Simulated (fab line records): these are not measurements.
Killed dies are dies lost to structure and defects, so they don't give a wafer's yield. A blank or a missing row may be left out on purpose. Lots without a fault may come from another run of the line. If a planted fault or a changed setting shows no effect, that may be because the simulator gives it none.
Which tool did it? ; flow nand-harc ; 72 wafers from 24 lots sampled at 6 of the route's 1159 steps

== WHAT THE GAUGES SHOWED, per wafer ==
NHARC_A_STAIRCASE_INSPECT_155. Usual: raw-defect-count 408, standard deviation 170.
lot;measured;on;raw-defect-count;flag
L075;day 13 17:34;defect-inspect-01;238 170 199;
L074;day 13 19:13;defect-inspect-01;222 323 396;
L077;day 14 03:34;defect-inspect-01;856 523 587;
L076;day 14 03:52;defect-inspect-01;460 363 518;
L078;day 15 01:24;defect-inspect-01;353 308 463;
L079;day 15 01:09;defect-inspect-01;476 556 474;
L080;day 15 18:53;defect-inspect-01;272 339 687;
L081;day 15 19:02;defect-inspect-01;371 868 494;
L082;day 15 19:14;defect-inspect-02;246 367 327;
L084;day 16 07:49;defect-inspect-01;610 296 704;
L083;day 16 08:35;defect-inspect-01;554 303 255;
L087;day 17 00:35;defect-inspect-01;804 564 614;
L085;day 17 00:37;defect-inspect-02;263 423 242;
L086;day 17 02:02;defect-inspect-01;292 298 366;
L088;day 17 09:23;defect-inspect-01;328 225 451;
L089;day 17 09:14;defect-inspect-01;458 734 471;
L091;day 17 21:50;defect-inspect-02;331 355 408;
L090;day 17 22:05;defect-inspect-02;505 344 340;
L092;day 18 11:01;defect-inspect-01;194 204 229;
L093;day 19 04:17;defect-inspect-02;347 297 516;
L096;day 19 04:02;defect-inspect-02;281 273 268;
L094;day 19 04:32;defect-inspect-01;342 584 712;
L095;day 19 09:31;defect-inspect-01;320 362 639;
L097;day 19 21:18;defect-inspect-02;295 271 234;

NHARC_A_SGD_CUT_INSPECT_11. Usual: raw-defect-count 18, standard deviation 9.4.
lot;measured;on;raw-defect-count;flag
L075;day 13 18:29;defect-inspect-01;16 25 17;
L074;day 13 20:07;defect-inspect-01;7 10 4;
L077;day 14 04:29;defect-inspect-01;25 19 9;
L076;day 14 04:49;defect-inspect-02;12 8 9;
L078;day 15 02:19;defect-inspect-01;14 15 25;
L079;day 15 02:04;defect-inspect-02;7 13 13;
L080;day 15 20:03;defect-inspect-01;17 14 6;
L081;day 15 20:14;defect-inspect-02;10 15 8;
L082;day 15 20:27;defect-inspect-01;21 22 29;
L084;day 16 08:36;defect-inspect-02;17 12 13;
L083;day 16 09:22;defect-inspect-01;17 28 20;
L087;day 17 01:32;defect-inspect-02;12 11 8;
L085;day 17 01:43;defect-inspect-02;22 31 25;
L086;day 17 02:50;defect-inspect-02;24 25 29;
L088;day 17 10:17;defect-inspect-02;14 11 9;
L089;day 17 10:01;defect-inspect-02;22 26 27;
L091;day 17 22:52;defect-inspect-02;11 7 17;
L090;day 17 23:01;defect-inspect-01;19 28 29;
L092;day 18 11:56;defect-inspect-02;8 18 2;
L093;day 19 05:13;defect-inspect-01;30 37 34;
L096;day 19 04:57;defect-inspect-02;12 7 4;
L094;day 19 05:27;defect-inspect-02;42 28 35;
L095;day 19 10:26;defect-inspect-01;14 7 10;
L097;day 19 22:11;defect-inspect-02;8 16 14;

== EACH LOT AND THE TOOL THAT RAN IT (in order: tool; ch and the chambers of the sampled wafers; start) ==
lot;NHARC_A_STAIRCASE_TRIM_200;NHARC_A_STAIRCASE_ETCH_203;NHARC_A_STAIRCASE_DEP_259;NHARC_A_STAIRCASE_ETCH_294
L075;rie-diel-01 ch 0,3, day 11 10:18 or earlier;rie-diel-01 ch 0,2,3, day 11 10:18 or earlier;pecvd-01 ch 1,2, day 11 10:18;rie-diel-01 ch 1,2,3, day 13 17:34 or earlier
L074;rie-diel-08 ch 0,1,2, day 11 11:56 or earlier;rie-diel-08 ch 0,2, day 11 11:56 or earlier;pecvd-03 ch 1,2, day 11 11:56;rie-diel-08 ch 0,3, day 13 19:13 or earlier
L077;rie-diel-08 ch 0,1,2, day 12 01:42 or earlier;rie-diel-08 ch 0,2,3, day 12 01:42 or earlier;pecvd-03 ch 0,2, day 12 01:42;rie-diel-01 ch 0,2,3, day 14 03:34 or earlier
L076;rie-diel-08 ch 0,1,2, day 12 02:49 or earlier;rie-diel-08 ch 0,1, day 12 02:49 or earlier;pecvd-03 ch 1,2, day 12 02:49;rie-diel-08 ch 1,2,3, day 14 03:52 or earlier
L078;rie-diel-08 ch 1,2, day 12 18:19 or earlier;rie-diel-08 ch 0,1, day 12 18:19 or earlier;pecvd-01 ch 0,1,2, day 12 18:19;rie-diel-09 ch 0,1,3, day 15 01:24 or earlier
L079;rie-diel-01 ch 0,3, day 12 19:49 or earlier;rie-diel-01 ch 0,1,2, day 12 19:49 or earlier;pecvd-01 ch 0,1, day 12 19:49;rie-diel-01 ch 0,3, day 15 01:09 or earlier
L080;rie-diel-01 ch 1,2,3, day 13 01:58 or earlier;rie-diel-01 ch 0,1,3, day 13 01:58 or earlier;pecvd-03 ch 0,2, day 13 01:58;rie-diel-01 ch 1,2,3, day 15 18:53 or earlier
L081;rie-diel-08 ch 0,1, day 13 13:05 or earlier;rie-diel-08 ch 1,3, day 13 13:05 or earlier;pecvd-04 ch 0,1, day 13 13:05;rie-diel-09 ch 1,3, day 15 19:02 or earlier
L082;rie-diel-01 ch 0,2,3, day 13 16:50 or earlier;rie-diel-01 ch 1,2,3, day 13 16:50 or earlier;pecvd-04 ch 0,1,2, day 13 16:50;rie-diel-01 ch 0,1, day 15 19:14 or earlier
L084;rie-diel-08 ch 0,1,3, day 13 22:14 or earlier;rie-diel-08 ch 0,3, day 13 22:14 or earlier;pecvd-03 ch 0,1,2, day 13 22:14;rie-diel-08 ch 1,2,3, day 16 07:49 or earlier
L083;rie-diel-08 ch 0,1,3, day 13 22:34 or earlier;rie-diel-08 ch 1,3, day 13 22:34 or earlier;pecvd-04 ch 0,1,2, day 13 22:34;rie-diel-08 ch 1,2, day 16 08:35 or earlier
L087;rie-diel-08 ch 0,1,3, day 14 20:37 or earlier;rie-diel-08 ch 0,2,3, day 14 20:37 or earlier;pecvd-04 ch 1,2, day 14 20:37;rie-diel-09 ch 0,2,3, day 17 00:35 or earlier
L085;rie-diel-08 ch 0,2, day 14 21:06 or earlier;rie-diel-08 ch 2,3, day 14 21:06 or earlier;pecvd-04 ch 0,1,2, day 14 21:06;rie-diel-01 ch 0,1, day 17 00:37 or earlier
L086;rie-diel-09 ch 0,2,3, day 14 21:23 or earlier;rie-diel-09 ch 0,2,3, day 14 21:23 or earlier;pecvd-03 ch 0,1, day 14 21:23;rie-diel-08 ch 0,1, day 17 02:02 or earlier
L088;rie-diel-09 ch 0,2,3, day 15 05:38 or earlier;rie-diel-09 ch 0,1,2, day 15 05:38 or earlier;pecvd-04 ch 0,1, day 15 05:38;rie-diel-08 ch 0,2,3, day 17 09:23 or earlier
L089;rie-diel-08 ch 1,2, day 15 04:35 or earlier;rie-diel-08 ch 0,1,3, day 15 04:35 or earlier;pecvd-01 ch 0,2, day 15 04:35;rie-diel-01 ch 1,2, day 17 09:14 or earlier
L091;rie-diel-08 ch 0,3, day 15 13:37 or earlier;rie-diel-08 ch 0,1, day 15 13:37 or earlier;pecvd-04 ch 0,1, day 15 13:37;rie-diel-08 ch 2,3, day 17 21:50 or earlier
L090;rie-diel-09 ch 0,2,3, day 15 15:28 or earlier;rie-diel-09 ch 0,1, day 15 15:28 or earlier;pecvd-03 ch 0,1,2, day 15 15:28;rie-diel-09 ch 1,2, day 17 22:05 or earlier
L092;rie-diel-01 ch 0,1,3, day 16 05:40 or earlier;rie-diel-01 ch 1,2,3, day 16 05:40 or earlier;pecvd-04 ch 0,1, day 16 05:40;rie-diel-08 ch 0,2,3, day 18 11:01 or earlier
L093;rie-diel-01 ch 0,1,3, day 16 12:14 or earlier;rie-diel-01 ch 0,1,3, day 16 12:14 or earlier;pecvd-01 ch 0,2, day 16 12:14;rie-diel-09 ch 0,1,3, day 19 04:17 or earlier
L096;rie-diel-01 ch 1,2,3, day 16 16:20 or earlier;rie-diel-01 ch 0,1, day 16 16:20 or earlier;pecvd-01 ch 0,1, day 16 16:20;rie-diel-08 ch 0,2,3, day 19 04:02 or earlier
L094;rie-diel-01 ch 0,1,3, day 16 17:25 or earlier;rie-diel-01 ch 0,2,3, day 16 17:25 or earlier;pecvd-03 ch 0,1,2, day 16 17:25;rie-diel-01 ch 1,2, day 19 04:32 or earlier
L095;rie-diel-08 ch 1,3, day 16 21:32 or earlier;rie-diel-08 ch 0,1,3, day 16 21:32 or earlier;pecvd-03 ch 0,1,2, day 16 21:32;rie-diel-08 ch 0,1, day 19 09:31 or earlier
L097;rie-diel-01 ch 0,1, day 17 16:10 or earlier;rie-diel-01 ch 0,1,3, day 17 16:10 or earlier;pecvd-03 ch 0,2, day 17 16:10;rie-diel-09 ch 0,2,3, day 19 21:18 or earlier
- NHARC_A_STAIRCASE_TRIM_200: chemistry O2, time 211.2 s.
- NHARC_A_STAIRCASE_ETCH_203: etches the open film in C4F8/O2, target depth 100 nm, time 40.5 s.
- NHARC_A_STAIRCASE_DEP_259: deposits SiON, target thk 30 nm.
- NHARC_A_STAIRCASE_ETCH_294: etches the open film in C4F8/O2/Ar, target depth 4992 nm, time 1212.4 s.

== WHAT THE TOOLS THEMSELVES READ (means of the sampled wafers that have a number; where no wafer has one, the mark that the record gives instead) ==
NHARC_A_STAIRCASE_TRIM_200. Usual: drypump-motor-current-A 5.54 A, standard deviation 0.28; mfc-ar-sccm 0.006 sccm, standard deviation 0.0056; oes-product-au 0.997 a.u., standard deviation 0.0099; rf-vpp-V 57.7 V, standard deviation 0.86; showerhead-plenum-p-Torr 3.51 Torr, standard deviation 0.14; throttle-valve-pct 17.037 %, standard deviation 0.0089.
lot;tool;drypump-motor-current-A (A);mfc-ar-sccm (sccm);oes-product-au (a.u.);rf-vpp-V (V);showerhead-plenum-p-Torr (Torr);throttle-valve-pct (%);flag
L075;rie-diel-01;5.31;0.002;0.995;56.8;3.58;17.037;
L074;rie-diel-08;5.59;0.010;1.001;56.8;3.50;17.039;
L077;rie-diel-08;5.60;0.010;0.997;58.0;3.49;17.039;
L076;rie-diel-08;5.61;0.010;1.006;57.7;3.49;17.033;
L078;rie-diel-08;5.48;0.006;1.001;57.7;3.54;17.030;
L079;rie-diel-01;5.17;0.003;1.000;57.1;3.61;17.039;
L080;rie-diel-01;5.46;0.005;0.997;59.2;3.68;17.039;
L081;rie-diel-08;5.57;0.009;0.996;57.2;3.44;17.034;
L082;rie-diel-01;5.43;0.005;0.994;57.1;3.60;17.039;
L084;rie-diel-08;5.68;0.007;0.993;57.2;3.39;17.037;
L083;rie-diel-08;5.68;0.007;0.992;57.7;3.38;17.039;
L087;rie-diel-08;5.68;0.007;0.984;57.6;3.38;17.043;
L085;rie-diel-08;5.72;0.013;0.987;57.1;3.44;17.048;
L086;rie-diel-09;5.53;0.007;1.003;57.3;3.48;17.040;
L088;rie-diel-09;5.53;0.007;0.989;58.1;3.48;17.040;
L089;rie-diel-08;5.51;0.007;1.004;58.2;3.58;17.035;
L091;rie-diel-08;5.79;0.011;0.992;57.1;3.33;17.043;
L090;rie-diel-09;5.55;0.007;0.998;57.6;3.47;17.042;
L092;rie-diel-01;5.36;0.002;1.007;58.6;3.64;17.040;
L093;rie-diel-01;5.40;0.002;0.998;58.2;3.64;17.036;
L096;rie-diel-01;5.47;0.005;1.002;58.5;3.66;17.027;
L094;rie-diel-01;5.40;0.002;0.988;58.3;3.63;17.039;
L095;rie-diel-08;5.56;0.003;0.993;58.6;3.41;17.037;
L097;rie-diel-01;5.54;0.000;1.012;57.6;3.59;17.046;

NHARC_A_STAIRCASE_ETCH_203. Usual: oes-product-au 0.936 a.u., standard deviation 0.012; rf-vpp-V 895 V, standard deviation 5.3.
lot;tool;oes-product-au (a.u.);rf-vpp-V (V);flag
L075;rie-diel-01;0.926;899;
L074;rie-diel-08;0.950;897;
L077;rie-diel-08;0.930;893;
L076;rie-diel-08;0.923;892;
L078;rie-diel-08;0.932;891;
L079;rie-diel-01;0.943;899;
L080;rie-diel-01;0.957;900;
L081;rie-diel-08;0.922;893;
L082;rie-diel-01;0.943;901;
L084;rie-diel-08;0.917;889;
L083;rie-diel-08;0.934;892;
L087;rie-diel-08;0.933;892;
L085;rie-diel-08;0.939;896;
L086;rie-diel-09;0.928;895;
L088;rie-diel-09;0.942;892;
L089;rie-diel-08;0.943;891;
L091;rie-diel-08;0.936;893;
L090;rie-diel-09;0.953;894;
L092;rie-diel-01;0.931;901;
L093;rie-diel-01;0.943;899;
L096;rie-diel-01;0.940;899;
L094;rie-diel-01;0.933;899;
L095;rie-diel-08;0.931;890;
L097;rie-diel-01;0.941;900;

NHARC_A_STAIRCASE_DEP_259. Usual: heater-power-w 749 W, standard deviation 76; showerhead-vpp-V 1145 V, standard deviation 45.
lot;tool;heater-power-w (W);showerhead-vpp-V (V);flag
L075;pecvd-01;697;1153;
L074;pecvd-03;744;1149;
L077;pecvd-03;674;1161;
L076;pecvd-03;796;1138;
L078;pecvd-01;730;1184;
L079;pecvd-01;725;1202;
L080;pecvd-03;648;1176;
L081;pecvd-04;864;1081;
L082;pecvd-04;787;1100;
L084;pecvd-03;777;1159;
L083;pecvd-04;784;1116;
L087;pecvd-04;770;1138;
L085;pecvd-04;777;1109;
L086;pecvd-03;768;1153;
L088;pecvd-04;770;1086;
L089;pecvd-01;721;1175;
L091;pecvd-04;809;1081;
L090;pecvd-03;730;1162;
L092;pecvd-04;833;1085;
L093;pecvd-01;711;1211;
L096;pecvd-01;695;1215;
L094;pecvd-03;747;1155;
L095;pecvd-03;720;1159;
L097;pecvd-03;708;1164;

NHARC_A_STAIRCASE_ETCH_294. Usual: oes-product-au 0.930 a.u., standard deviation 0.012; rf-vpp-V 1826 V, standard deviation 10.
lot;tool;oes-product-au (a.u.);rf-vpp-V (V);flag
L075;rie-diel-01;0.924;1837;
L074;rie-diel-08;0.938;1812;
L077;rie-diel-01;0.944;1831;
L076;rie-diel-08;0.928;1823;
L078;rie-diel-09;0.919;1828;
L079;rie-diel-01;0.949;1833;
L080;rie-diel-01;0.939;1838;
L081;rie-diel-09;0.920;1831;
L082;rie-diel-01;0.932;1838;
L084;rie-diel-08;0.927;1823;
L083;rie-diel-08;0.930;1831;
L087;rie-diel-09;0.930;1823;
L085;rie-diel-01;0.922;1839;
L086;rie-diel-08;0.926;1820;
L088;rie-diel-08;0.936;1818;
L089;rie-diel-01;0.933;1836;
L091;rie-diel-08;0.925;1818;
L090;rie-diel-09;0.941;1823;
L092;rie-diel-08;0.915;1819;
L093;rie-diel-09;0.921;1826;
L096;rie-diel-08;0.941;1818;
L094;rie-diel-01;0.946;1836;
L095;rie-diel-08;0.939;1818;
L097;rie-diel-09;0.924;1823;

== THE ANSWER, worked out from the rows above alone ==
Rule: a lot counts as off when the mean over its wafers that have a number is more than 3 standard deviations away from the usual mean. Also off: a lot with no number at a reading for which 4 or more lots have one. All remaining lots with rows at the step are treated as sound. First the gauges in route order, then the tools' own readings, where a lot's mean is used as printed above. At the first step where some lot is off, the reading lying furthest off is the one used; lots without a number count as furthest.
Nothing can be told from this: no lot is off at any reading shown.

== WHAT THE SIMULATOR PUT IN ==
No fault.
